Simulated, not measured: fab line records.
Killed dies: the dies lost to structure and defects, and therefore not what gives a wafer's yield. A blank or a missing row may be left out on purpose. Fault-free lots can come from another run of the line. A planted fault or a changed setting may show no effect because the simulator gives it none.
Struck lot and sound lot, side by side | flow n5-finfet | 15 steps out of a route of 1938
Sound: the wafers L341.1, L341.4, L341.5. Wafers struck: L351.1, L351.3, L351.5. The cause is given at the end.
Per side, at each step with rows, come the tool, then ch with its chambers, and then its first start. Under that, the readings that differ: sound wafers | struck wafers | difference of the means | sigmas: that difference in standard deviations of wafers without a fault.
alike: words and numbers the same on both sides, and readings whose means are apart by under 2 such deviations; not compared: readings that were withheld, readings missing a value for some wafer, numbers with overlapping values and no deviation given by the record, and bounds like >300 which may hide the same value.
A row with sigmas, a row that says differs or no value, or rows on one side alone: a step with any of these is where the two part. Non-overlapping numbers with no deviation appear without sigmas and do not part them. Lack of a reading on every wafer of one side parts them only where that side has two or more wafers.

first, 8 steps without rows for these wafers: N5_BEOL_M8_COAT_59 (time 60 s, resist thk 100 nm); N5_BEOL_M8_COAT_60 (time 60 s, resist thk 35 nm); N5_BEOL_M8_COAT_05 (resist thk 90 nm); N5_BEOL_M8_EBR_07; N5_BEOL_M8_SOFTBAKE_06 (time 60 s); N5_BEOL_M8_EXPOSE_08 (exposes mask M8); N5_BEOL_M8_PEB_09 (peb time 60 s); N5_BEOL_M8_DEVELOP_10 (develop time 30 s).
N5_BEOL_M8_CD_MEAS_11: the cd target is 38.5 nm.
  sound on cd-sem-02 ch 0, day 10 13:24; struck on cd-sem-03 ch 0, day 13 17:06
  alike: cd-nm
N5_BEOL_M8_OVL_MEAS_12:
  sound on overlay-01 ch 0, day 10 13:26; struck on overlay-02 ch 0, day 13 17:08
  alike: M8_OVL
N5_BEOL_M8_INSPECT_13: inspects for defects (brightfield).
  sound: defect-inspect-01 at day 10 13:27; struck: defect-inspect-01 at day 13 17:09
  alike: raw-defect-count
N5_BEOL_M8_DESCUM_16: chemistry O2, time 7.9 s.
  sound on rie-diel-06 ch 0,3, day 10 13:37; struck on rie-diel-06 ch 2,3, day 13 17:11
  reading                | sound             | struck            | difference | sigmas
  throttle-valve-pct (%) | 20.10 20.31 20.12 | 20.81 20.38 20.80 | +0.49      | +3
  alike: drypump-motor-current-A, oes-product-au, rf-vpp-V, showerhead-plenum-p-Torr
  not compared: rf-hours-counter-h
N5_BEOL_M8_ETCH_61: etches SiARC in CF4, target depth 45.5 nm, time 75.8 s.
  sound on rie-diel-06 ch 0,3, day 10 13:39; struck on rie-diel-06 ch 2,3, day 13 17:13
  reading                | sound             | struck            | difference | sigmas
  bias-w (W)             | 35.99 36.09 36.03 | 38.13 38.34 38.18 | +2.18      | +20
  rf-vpp-V (V)           | 184.1 182.6 183.3 | 189.3 189.5 191.5 | +6.8       | +7
  throttle-valve-pct (%) | 15.26 15.58 15.27 | 15.92 15.64 15.92 | +0.46      | +2
  alike: drypump-motor-current-A, etch-rf-on-time-s, oes-product-au, showerhead-plenum-p-Torr
  not compared: rf-hours-counter-h
N5_BEOL_M8_ETCH_62: etches SOC in N2/H2, target depth 110 nm, overetch 22 nm, time 165 s.
  sound on rie-diel-06 ch 0,3, day 10 13:43; struck on rie-diel-06 ch 2,3, day 13 17:17
  alike: bias-w, drypump-motor-current-A, oes-product-au, rf-vpp-V, showerhead-plenum-p-Torr, throttle-valve-pct
  not compared: rf-hours-counter-h
-- the record jumps here: 3 days lie between the struck wafers' starts before and after (it left off in module BEOL_M8 and takes up again in module PASSIVATION, whose first step shown is number 1936 of the route) --
N5_PASSIVATION_PROBE_49:
  sound: prober-01 at day 13 14:48; struck: prober-01 at day 16 17:57
  alike: defect-limited-yield, killed_at_M0_to_M3, killed_at_M4_up, killed-at-contacts, killed-at-front-end, killed-at-other, killed-dies, killed-open, killed-short, sort_bin_4_leakage, sort_bin_5_function, sort_bin_6_memory, sort-n-pass, sort-yield-pct

== WHERE THEY PART ==
Last at N5_BEOL_M8_ETCH_61 as far as this record goes, first at N5_BEOL_M8_DESCUM_16. Later steps at which nothing parts them and some readings are alike: N5_BEOL_M8_ETCH_62, N5_PASSIVATION_PROBE_49.

WHY: what had been put in by the simulator
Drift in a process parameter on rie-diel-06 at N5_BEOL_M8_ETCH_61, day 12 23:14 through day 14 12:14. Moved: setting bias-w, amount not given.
